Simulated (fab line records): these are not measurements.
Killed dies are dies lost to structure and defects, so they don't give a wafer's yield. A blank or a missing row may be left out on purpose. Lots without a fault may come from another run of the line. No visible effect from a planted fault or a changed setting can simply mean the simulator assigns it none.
fab line records	flow n5Finfet
[record] lots = 4	wafers = 11	lastDay = 17
route steps=1938 shown FIN_SAQP@114 FIN_CUT@165 BEOL_M4@1111 PASSIVATION@1936
lots that met no fault: from a run of the same line without faults
startH: hours from the record's opening day to when the first of the lot's shown wafers began	waitH: hours elapsed since this lot's preceding step	" as in the row above	L1.1+2: one row covering several wafers at once	- either no value or no given start	* or withheld: withheld	< > ~ a bound
route shown NAME@n: a module of which the file shows steps, and the number in the route of the first	usual: the fault-free wafers' mean and standard deviation	same: alike in all rows	chamber/n: place in a boat	sites: per-site readings	_std_site: the values' standard deviation	_edge_site: mean of outer sites minus mean of inner sites	radiusMm: how far each site lies from the wafer's centre	mask NAME#n: copy n	behind: tool/chamber where the wafer was last shaped	hold: cause of the lot's hold/its duration in hours/its outcome	device: names the non-switching transistor (n, p or np)	end of line: the same wafers' tests at the end of the route	a step given without rows: its recipe and nothing more	killed: not the wafer's yield, but the dies lost to structure and defects at the first sort	map: dies across one wafer; x = killed, . = not, _ = none there
set.NAME: the setting the step ran with; set.NAME@STEP: the setting that earlier step ran with	model.NAME: the simulator's own value behind a step, which no gauge read
lots at selected steps of the route; one table per step, one row per wafer
[[steps]]
[step N5_FIN_SAQP_DESCUM_21]
[recipe] chemistry = O2	timeS = 7.9	sourcePowerW = 50	biasPowerW = 20	pressureMtorr = 20	rfFrequencyHz = 2.712e+07	tempC = 40	resist = CAR-ArF	o2FlowSccm = 225
[step N5_FIN_SAQP_ETCH_51]
[recipe] chemistry = CF4	target = SiARC	targetDepthA = 455	maskMaterial = CAR-ArF	timeS = 75.8	ionEnergyEv = 80	pressureMtorr = 40	sourceW = 545	biasW = 36	Ar_flow_sccm = 100	cf4FlowSccm = 100	ends = cleared
[step N5_FIN_SAQP_ETCH_52]
[recipe] chemistry = N2/H2	target = SOC	targetDepthA = 1000	overetchA = 200	maskMaterial = SiARC	tempC = 40	timeS = 150	ionEnergyEv = 200	pressureMtorr = 30	sourceW = 840	biasW = 150	n2FlowSccm = 200	h2FlowSccm = 200	ends = endPoint
[step N5_FIN_SAQP_STRIP_53]
[recipe] chemistry = N2/H2	tempC = 40	n2FlowSccm = 200	h2FlowSccm = 200	rfFrequencyHz = 6e+07
[step N5_FIN_SAQP_HM_OPEN_73]
[recipe] chemistry = CHF3/O2	target = SiO2	stopOn = a-Si	targetDepthA = 120	overEtchFrac = 1.8	maskMaterial = SOC	timeS = 16.8	pressureMtorr = 30	sourceW = 650	biasW = 170	Ar_flow_sccm = 200	CHF3_flow_sccm = 50	O2_flow_sccm = 5	ionEnergyEv = 200	ends = endPoint
[step N5_FIN_SAQP_STRIP_74]
[recipe] chemistry = CHF3/O2	resist = SiARC	rfFrequencyHz = 6e+07
[step N5_FIN_SAQP_MANDREL_ETCH_22]
[recipe] targetDepthA = 600	chemistry = HBr/Cl2	target = a-Si	stopOn = SiNx	btTimeS = 10	overEtchFrac = 0.5	timeS = 30	pressureMtorr = 10	icpW = 800	biasW = 75	HBr_flow_sccm = 150	Cl2_flow_sccm = 80	ends = endPoint
[step N5_FIN_SAQP_STRIP_55]
[recipe] chemistry = N2/H2	powerW = 500	tempC = 40	pressureMtorr = 50	rfFrequencyHz = 6e+07	overashFraction = 0.3	biasPowerW = 28	h2Frac = 0.5	n2FlowSccm = 300	h2FlowSccm = 300
[step N5_FIN_SAQP_STRIP_23]
[recipe] chemistry = SPM	timeS = 750	tempC = 130	h2so4H2o2VolRatio = 4
[step N5_FIN_SAQP_SRD_66]
[recipe] dry = ipaMarangoni	timeS = 30	tempC = 23	rinseLiquid = diw
[step N5_FIN_SAQP_RECESS_75]
[recipe] chemistry = HF/NH3	target = SiO2	targetDepthA = 144	afsCycles = 3	tempC = 30	sublimationTempC = 180	sublimationTimeS = 60
[usual] drypumpMotorCurrentA = 5.70/0.26
lot.wafer	tool	chamber	startH	waitH	drypumpMotorCurrentA
L369.1	vaporEtch-02	0	64.55	0.0	5.24
L369.4	"	1	"	"	5.95
L369.6	"	0	"	"	5.23
L377.1	vaporEtch-02	1	112.86	0.0	5.97
L377.5	"	1	"	"	5.97
L378.3	vaporEtch-02	1	118.64	0.1	5.94
L378.4	"	0	"	"	5.27
L378.5	"	1	"	"	5.93
L379.1	vaporEtch-02	0	124.08	0.0	5.26
L379.5	"	0	"	"	5.25
L379.6	"	1	"	"	5.96
[step N5_FIN_SAQP_SPACER1_ALD_24]
[recipe] material = SiO2	targetThkA = 203	tempC = 300	aldPrecursorFamily = BDEAS	aldCoReactant = O2-plasma	pulseTimeS = 1	purgeTimeS = 2	coReactantPurgeTimeS = 2	aldCycles = 218	pressureTorr = 2
[step N5_FIN_SAQP_SPACER1_ETCHBACK_25]
[recipe] chemistry = CHF3/O2	mode = anisotropicEtchback	target = SiO2	targetDepthA = 244	timeS = 12.2	pressureMtorr = 30	sourceW = 650	biasW = 170	Ar_flow_sccm = 200	CHF3_flow_sccm = 50	O2_flow_sccm = 5	ionEnergyEv = 200
[step N5_FIN_SAQP_MANDREL1_REMOVE_56]
[recipe] chemistry = HBr/Cl2/O2	btTimeS = 10	target = a-Si	stopOn = SiNx	endpoint = OES-SiCl	overEtchFrac = 1	icpW = 600	biasW = 22	HBr_flow_sccm = 150	Cl2_flow_sccm = 80	O2_flow_sccm = 5	pressureMtorr = 10
[step N5_FIN_SAQP_ETCH_57]
[recipe] chemistry = CH3F/O2	target = SiNx	maskMaterial = SiO2	targetDepthA = 325	timeS = 46.4	pressureMtorr = 30	sourceW = 395	biasW = 73	Ar_flow_sccm = 150	CH3F_flow_sccm = 30	O2_flow_sccm = 20	ionEnergyEv = 120	ends = cleared
[step N5_FIN_SAQP_ETCH_65]
[recipe] chemistry = CF4	target = SiO2	targetDepthA = 40	ionEnergyEv = 350	timeS = 4.4	pressureMtorr = 10	icpW = 800	biasW = 400	cf4FlowSccm = 80
[step N5_FIN_SAQP_MANDREL_ETCH_58]
[recipe] chemistry = HBr/Cl2	target = a-Si	targetDepthA = 450	btTimeS = 10	stopOn = SiNx	maskMaterial = SiO2	overEtchFrac = 0.8	timeS = 27	pressureMtorr = 10	icpW = 800	biasW = 75	HBr_flow_sccm = 150	Cl2_flow_sccm = 80	ends = endPoint
[step N5_FIN_SAQP_RECESS_63]
[recipe] chemistry = HF/NH3	target = SiO2	targetDepthA = 180	afsCycles = 3	tempC = 30	sublimationTempC = 180	sublimationTimeS = 60
[step N5_FIN_SAQP_COAT_68]
[recipe] resist = SOC	tempC = 250	timeS = 60	spinRpm = 1500	resistThkNm = 100
[step N5_FIN_SAQP_ETCH_69]
[recipe] chemistry = N2/H2	target = SOC	targetDepthA = 1500	stopOn = SiNx	ionEnergyEv = 100	biasW = 61	pressureMtorr = 30	sourceW = 850	n2FlowSccm = 200	h2FlowSccm = 200
[step N5_FIN_SAQP_ETCH_67]
[recipe] chemistry = CH3F/O2	target = SiNx	targetDepthA = 300	maskMaterial = SOC	pressureMtorr = 30	sourceW = 395	biasW = 73	Ar_flow_sccm = 150	CH3F_flow_sccm = 30	O2_flow_sccm = 20	ionEnergyEv = 120
[step N5_FIN_SAQP_STRIP_70]
[recipe] chemistry = N2/H2	powerW = 500	tempC = 40	pressureMtorr = 50	rfFrequencyHz = 6e+07	overashFraction = 0.3	biasPowerW = 28	h2Frac = 0.5	n2FlowSccm = 300	h2FlowSccm = 300
[step N5_FIN_SAQP_RECESS_71]
[recipe] chemistry = HF/NH3	target = SiO2	targetDepthA = 30	afsCycles = 1	tempC = 30	sublimationTempC = 180	sublimationTimeS = 60
[step N5_FIN_SAQP_SPACER2_ALD_28]
[recipe] material = SiO2	targetThkA = 81	tempC = 300	aldPrecursorFamily = BDEAS	aldCoReactant = O2-plasma	pulseTimeS = 1	purgeTimeS = 2	coReactantPurgeTimeS = 2	pressureTorr = 2
[step N5_FIN_SAQP_SPACER2_ETCHBACK_29]
[recipe] chemistry = CHF3/O2	mode = anisotropicEtchback	target = SiO2	targetDepthA = 122	timeS = 6.1	pressureMtorr = 30	sourceW = 650	biasW = 170	Ar_flow_sccm = 200	CHF3_flow_sccm = 50	O2_flow_sccm = 5	ionEnergyEv = 200
[step N5_FIN_SAQP_MANDREL2_REMOVE_60]
[recipe] chemistry = HBr/Cl2/O2	btTimeS = 10	target = a-Si	stopOn = SiNx	endpoint = OES-SiCl	overEtchFrac = 1	icpW = 600	biasW = 22	HBr_flow_sccm = 150	Cl2_flow_sccm = 80	O2_flow_sccm = 5	pressureMtorr = 10
[step N5_FIN_SAQP_HM_OPEN_33]
[recipe] chemistry = CH3F/O2	target = SiNx	maskMaterial = SiO2	targetDepthA = 494	timeS = 70.6	pressureMtorr = 30	sourceW = 395	biasW = 73	Ar_flow_sccm = 150	CH3F_flow_sccm = 30	O2_flow_sccm = 20	ionEnergyEv = 120	ends = cleared
[step N5_FIN_SAQP_ETCH_34]
[recipe] chemistry = C4F6/O2	target = SiO2	targetDepthA = 450	timeS = 15	ionEnergyEv = 250	pressureMtorr = 30	sourceW = 345	biasW = 185	Ar_flow_sccm = 300	C4F6_flow_sccm = 10	O2_flow_sccm = 10	ends = cleared
[step N5_FIN_SAQP_STRIP_77]
[recipe] chemistry = N2/H2	timeS = 90	powerW = 100	tempC = 40	pressureMtorr = 100	rfFrequencyHz = 6e+07	biasPowerW = 3	n2FlowSccm = 300	h2FlowSccm = 300
[step N5_FIN_SAQP_ETCH_64]
[recipe] chemistry = CF4	target = SiO2	targetDepthA = 15	ionEnergyEv = 350	pressureMtorr = 10	icpW = 800	biasW = 400	cf4FlowSccm = 80
[step N5_FIN_SAQP_FIN_ETCH_36]
[recipe] chemistry = HBr/Cl2/O2	targetDepthA = 1200	maskMaterial = SiNx	timeS = 50.4	biasW = 102	pressureMtorr = 10	icpW = 800	HBr_flow_sccm = 150	Cl2_flow_sccm = 80	O2_flow_sccm = 12
[step N5_FIN_SAQP_PRECLEAN_38]
[recipe] chemistry = O3/DIW	timeS = 45	tempC = 22	o3Ppm = 10
[step N5_FIN_SAQP_PRECLEAN_45]
[recipe] chemistry = dHF	timeS = 10	dilution = 500:1	tempC = 25
[step N5_FIN_SAQP_SRD_39]
[recipe] dry = ipaMarangoni	timeS = 30	tempC = 23	rinseLiquid = diw
[step N5_FIN_SAQP_INSPECT_40]
[recipe] inspectInstrument = brightfield	mode = aei
[usual] rawDefectCount = 241/82
lot.wafer	tool	chamber	startH	waitH	rawDefectCount
L369.1	defectInspect-01	-	68.12	0.0	145
L369.4	"	-	"	"	186
L369.6	"	-	"	"	241
L377.1	defectInspect-01	-	116.65	0.0	113
L377.5	"	-	"	"	124
L378.3	defectInspect-01	-	121.98	0.0	1336
L378.4	"	-	"	"	1281
L378.5	"	-	"	"	1272
L379.1	defectInspect-01	-	128.51	0.0	1389
L379.5	"	-	"	"	1362
L379.6	"	-	"	"	1363
[step N5_FIN_CUT_INSPECT_10]
[recipe] mode = adi	inspectInstrument = brightfield
[usual] rawDefectCount = 44/13
lot.wafer	tool	chamber	startH	waitH	rawDefectCount
L369.1	defectInspect-01	-	68.63	0.1	28
L369.4	"	-	"	"	18
L369.6	"	-	"	"	43
L377.1	defectInspect-02	-	117.17	0.1	17
L377.5	"	-	"	"	29
L378.3	defectInspect-02	-	122.37	0.0	1176
L378.4	"	-	"	"	1097
L378.5	"	-	"	"	1154
L379.1	defectInspect-01	-	128.90	0.1	1169
L379.5	"	-	"	"	1200
L379.6	"	-	"	"	1154
[step N5_BEOL_M4_RC_MEAS_101]
[usual] DIBL_N = 36.5/2.2	DIBL_P = 36.9/2.9	IOFF_N = 0.17/0.044	IOFF_P = 0.22/0.052	ION_N = 671/16	ION_P = 461/10	SS_N = 71.6/0.73	SS_P = 73.5/0.79	VT_N = 250/4.1	VT_P = -250/4.1
lot.wafer	tool	chamber	startH	waitH	DIBL_N[mV/V]	DIBL_P[mV/V]	IOFF_N[nA/um]	IOFF_P[nA/um]	ION_N[uA/um]	ION_P[uA/um]	SS_N[mV/dec]	SS_P[mV/dec]	VT_N[mV]	VT_P[mV]
L369.1	prober-01	0	219.30	0.0	36.7	36.2	0.15	0.24	670	463	71.5	73.9	251	-249
L369.4	"	0	"	"	39.1	39.3	0.20	0.32	661	458	71.8	75.0	249	-242
L369.6	"	0	"	"	34.9	33.4	0.14	0.20	643	453	71.3	73.4	252	-250
L378.3	prober-02	0	287.28	0.3	35.0	33.6	0.13	0.18	681	466	71.2	72.6	251	-250
L378.4	"	0	"	"	39.6	39.2	0.24	0.27	695	468	72.1	74.2	243	-248
L378.5	"	0	"	"	36.3	35.6	0.17	0.21	690	476	71.6	73.1	248	-251
L379.1	prober-02	0	290.62	0.0	34.7	34.4	0.14	0.19	666	459	71.3	72.9	250	-249
L379.5	"	0	"	"	36.5	38.7	0.17	0.25	680	472	70.9	74.2	247	-245
L379.6	"	0	"	"	34.5	36.3	0.13	0.22	645	454	70.6	73.6	253	-249
L377.1	prober-01	0	291.19	0.3	37.5	39.0	0.21	0.25	686	475	72.1	73.5	248	-248
L377.5	"	0	"	"	35.6	36.9	0.16	0.21	665	455	71.7	73.2	249	-250
[step N5_PASSIVATION_PROBE_49]
[usual] defectLimitedYield = 91.3/1.4	killed_at_M0_to_M3 = 36/10	killed_at_M4_up = 13/5.4	killedAtContacts = 12/5.3	killedAtFrontEnd = 39/10	killedAtOther = 3.2/2.7	killedDies = 103/16	killedOpen = 68/13	killedShort = 33/6.6	sort_bin_4_leakage = 0.01/0.031	sort_bin_5_function = 5.1/0.92	sort_bin_6_memory = 3.3/0.68	sort_bin_8_speed = 0.1/0.41	sortNPass = 1077/17	sortYieldPct = 91.2/1.4
[same] grossDies = 1180	killedAtBackSide = 0
lot.wafer	tool	chamber	startH	waitH	defectLimitedYield[%]	killed_at_M0_to_M3	killed_at_M4_up	killedAtContacts	killedAtFrontEnd	killedAtOther	killedDies	killedOpen	killedShort	sort_bin_4_leakage[%]	sort_bin_5_function[%]	sort_bin_6_memory[%]	sort_bin_8_speed[%]	sortNPass	sortYieldPct[%]
L369.1	prober-01	-	333.52	0.0	91.2	31	13	14	45	1	104	71	33	0	5.2	3.3	0	1076	91.2
L369.4	prober-01	-	333.67	0.2	93.0	15	14	8	44	2	83	50	32	0	4.1	2.4	0	1097	93.0
L369.6	prober-01	-	333.77	0.3	89.8	48	18	10	41	3	120	79	41	0	5.6	4.2	0.1	1059	89.7
L378.3	prober-02	-	395.78	0.5	85.7	32	16	3	118	0	169	51	38	0	9.0	2.2	0	1011	85.7
L378.4	prober-02	-	395.83	0.5	80.3	19	13	7	193	1	233	48	31	0.08	10.8	4.7	0	946	80.2
L378.5	prober-02	-	395.88	0.6	88.4	20	8	5	102	2	137	42	19	0	6.4	2.5	0	1043	88.4
L379.1	prober-01	-	402.36	0.0	80.2	28	7	17	182	0	234	47	34	0	11.2	4.4	0	946	80.2
L379.5	prober-01	-	402.56	0.2	78.2	54	3	17	182	1	257	75	28	0	13.0	5.3	0	923	78.2
L379.6	prober-01	-	402.61	0.3	85.2	38	11	24	98	4	175	83	23	0	7.4	4.8	0	1005	85.2
L377.1	prober-01	-	412.01	0.0	91.7	33	5	9	49	2	98	67	27	0	4.5	3.5	0	1082	91.7
L377.5	prober-01	-	412.21	0.2	89.4	39	9	14	52	11	125	73	52	0	6.0	3.9	0	1055	89.4
// killed by level:class
L369.1 STI_FIN_REVEAL:geometricParticle:open=14 MOL_CONTACT_COAG:geometricParticle:open=12 BEOL_M0_SAQP:geometricParticle:open=9 FIN_SAQP:geometricParticle:short=8 FIN_SAQP:geometricParticle:open=7 BEOL_M0_SAQP:geometricParticle:short=7 BEOL_M3:geometricParticle:open=6 BEOL_M4:geometricParticle:open=5
L369.4 FIN_SAQP:geometricParticle:short=10 FIN_SAQP:geometricParticle:open=9 STI_FIN_REVEAL:geometricParticle:open=6 BEOL_M0_SAQP:geometricParticle:open=6 BEOL_M4:geometricParticle:open=6 DUMMY_GATE:geometricParticle:open=5 MOL_CONTACT_COAG:geometricParticle:open=5 BEOL_M5:geometricParticle:open=4
L369.6 BEOL_M0_SAQP:geometricParticle:short=13 BEOL_M0_SAQP:geometricParticle:open=12 FIN_SAQP:geometricParticle:open=11 FIN_SAQP:geometricParticle:short=10 BEOL_M2:geometricParticle:open=9 STI_FIN_REVEAL:geometricParticle:open=7 BEOL_M3:geometricParticle:open=7 BEOL_M4:geometricParticle:open=7
L378.3 FIN_SAQP:unspecified=76 FIN_SAQP:geometricParticle:short=15 FIN_SAQP:geometricParticle:open=7 BEOL_M1:geometricParticle:open=7 BEOL_M3:geometricParticle:open=7 BEOL_M2:geometricParticle:open=6 BEOL_M0_SAQP:geometricParticle:short=4 BEOL_M4:geometricParticle:open=4
L378.4 FIN_SAQP:unspecified=154 FIN_SAQP:geometricParticle:open=11 FIN_SAQP:geometricParticle:short=10 ILD0:geometricParticle:short=7 MOL_CONTACT_COAG:geometricParticle:open=6 BEOL_M3:geometricParticle:open=6 BEOL_M4:geometricParticle:open=5 BEOL_M2:geometricParticle:short=5
L378.5 FIN_SAQP:unspecified=75 BEOL_M1:geometricParticle:open=8 STARTING-WAFER:geometricParticle:short=6 DUMMY_GATE:geometricParticle:open=4 MOL_CONTACT_COAG:geometricParticle:open=4 BEOL_M4:geometricParticle:open=4 STARTING-WAFER:geometricParticle:open=4 FIN_SAQP:geometricParticle:short=3
L379.1 FIN_SAQP:unspecified=152 MOL_CONTACT_COAG:geometricParticle:open=14 BEOL_M0_SAQP:geometricParticle:short=8 STI_FIN_REVEAL:geometricParticle:open=7 STI_FIN_REVEAL:geometricParticle:short=6 GATE_CUT:geometricParticle:short=5 BEOL_M3:geometricParticle:open=4 BEOL_M4:geometricParticle:open=4
L379.5 FIN_SAQP:unspecified=153 STI_FIN_REVEAL:geometricParticle:open=16 BEOL_M2:geometricParticle:open=15 MOL_CONTACT_COAG:geometricParticle:open=13 BEOL_M0_SAQP:geometricParticle:short=8 BEOL_M3:geometricParticle:open=7 BEOL_M0:geometricParticle:open=6 BEOL_M1:geometricParticle:open=6
L379.6 FIN_SAQP:unspecified=66 MOL_CONTACT_COAG:geometricParticle:open=21 BEOL_M2:geometricParticle:open=11 BEOL_M1:geometricParticle:open=10 STI_FIN_REVEAL:geometricParticle:open=7 BEOL_M0_SAQP:geometricParticle:open=6 BEOL_M4:geometricParticle:open=6 FIN_SAQP:geometricParticle:open=4
L377.1 DUMMY_GATE:geometricParticle:open=13 BEOL_M3:geometricParticle:open=11 STI_FIN_REVEAL:geometricParticle:open=7 MOL_CONTACT_COAG:geometricParticle:open=6 BEOL_M2:geometricParticle:open=6 STARTING-WAFER:geometricParticle:short=6 FIN_SAQP:geometricParticle:open=5 BEOL_M1:geometricParticle:open=4
L377.5 DUMMY_GATE:geometricParticle:open=13 BEOL_M3:geometricParticle:short=10 MOL_CONTACT_COAG:geometricParticle:open=9 FIN_SAQP:geometricParticle:open=8 STI_FIN_REVEAL:geometricParticle:open=7 BEOL_M3:geometricParticle:open=7 GATE_CUT:geometricParticle:short=6 BEOL_M4:geometricParticle:short=6
// map L378.4 (x killed, . not)
_________________....x.......________________
______________..x............x.._____________
___________...................x....__________
__________x.............x..........._________
________.............................._______
_______.x......x.............x.........______
______............................x....._____
_____...........x......x...x.............____
____.......xx.................x......x....___
___.x...x......x..xx...x.......x..........x__
___.....x.x............x...xxx...x.........__
__.....x...........x..x.x..................._
__...............x.xxxxx.....x.........x...._
_x..............xxxxxxxxxx.x.................
_x............x.xxxxxxxxxxxxxx.......x.......
_.......x....xxxxxxxxxxxxxxxx.x..........x...
_.............xxxxxxxxxxxxxxxx.........x.....
_....x......x..xxxxxxxxxxxxxx.x..............
_.....x........xxxxxxxxxxxxxxxx........x...x.
_.....x.......xxxxxxxxxxxxxx.x.x...........x.
_x...x........xxxxxxxxxxxxxxx................
__.........x..x..xxxxxxxxxxx.xx............._
__.xx............x.xxxxxx..x..........x....._
___...............x..xxx.x..x..............__
___...................x....................__
____...........x.........x................___
_____..xx..x....x........x......x........____
______...............x.x................_____
_______x..x..x......x..x...............______
________.............................._______
__________....x....................._________
___________...........x...........x__________
______________........x.....x..._____________
_________________............________________
// map L379.5 (x killed, . not)
_________________xx..........________________
______________............x....._____________
___________..................x....x__________
__________x...........x............x_________
________..x.........x..x.......x......_______
_______........x.....x......x....x....x______
______..................x.....x....x...._____
_____......x............................x____
____.....x............................x...___
___....x........x..........................__
___..x.............xx....xx..xx............__
__.x.............x..x.x.x....x...........x.._
__....x........x.xxxxxxxx....xx............._
_...............x.xxxxxxxxxx.xx..............
_..xx.........xxxxxxxxxxxxxx.xx.x............
_...x...x...x..xxxxxxxxxxx..xx........x...x..
_.x..x........xxxxxxxxxxxxxxx................
_...x.....x...xxxxxxxxxxxxxxxx...............
_........x....xxxxxxxxxxxxxxx..xx............
_............xx.xxxxxxxxxxxx......x.x..x.x...
_....x.......x.xxxxxxxxxxxxxxx..........x....
__.......x.x...xxxxxxxxxxxxx.x.x.........x.._
__.............x..xxxxx.xxx..x....xx........_
___...........x..x....x..x.xx......x.......__
___................x....x.....x..x...xx....__
____...x..........................x.......___
_____.....x.....x.....x.....x............____
______.........x..x............x........_____
_______...........x.....xx...x.........______
________.....x...................x.x.._______
__________.x........................_________
___________..x.x......x............__________
______________.....x..x.......x._____________
_________________............________________
[[key]]
[firstSign] step = N5_FIN_SAQP_INSPECT_40	reading = rawDefectCount	direction = up	sigmas = 13	usual = 241	struck = 1334
[effect] step = N5_FIN_CUT_INSPECT_10	reading = rawDefectCount	direction = up	sigmas = 88	usual = 44	struck = 1158
[effect] step = N5_PASSIVATION_PROBE_49	reading = killedAtFrontEnd	direction = up	sigmas = 11	usual = 39	struck = 146
[moreKillsBornAt] N5_FIN_SAQP_RECESS_75@vaporEtch-02 = 676
metAt N5_FIN_SAQP_RECESS_75
struckWafers L378.3,L378.4,L378.5,L379.1,L379.5,L379.6
onsetBetween 112.86 118.64
alsoFits time
[fault] kind = chamberParticleSource	tool = vaporEtch-02	chamber = -	onsetH = 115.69	steps = N5_FIN_SAQP_RECESS_75	ratePerVisitCm2 = 1.7373	endH = 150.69
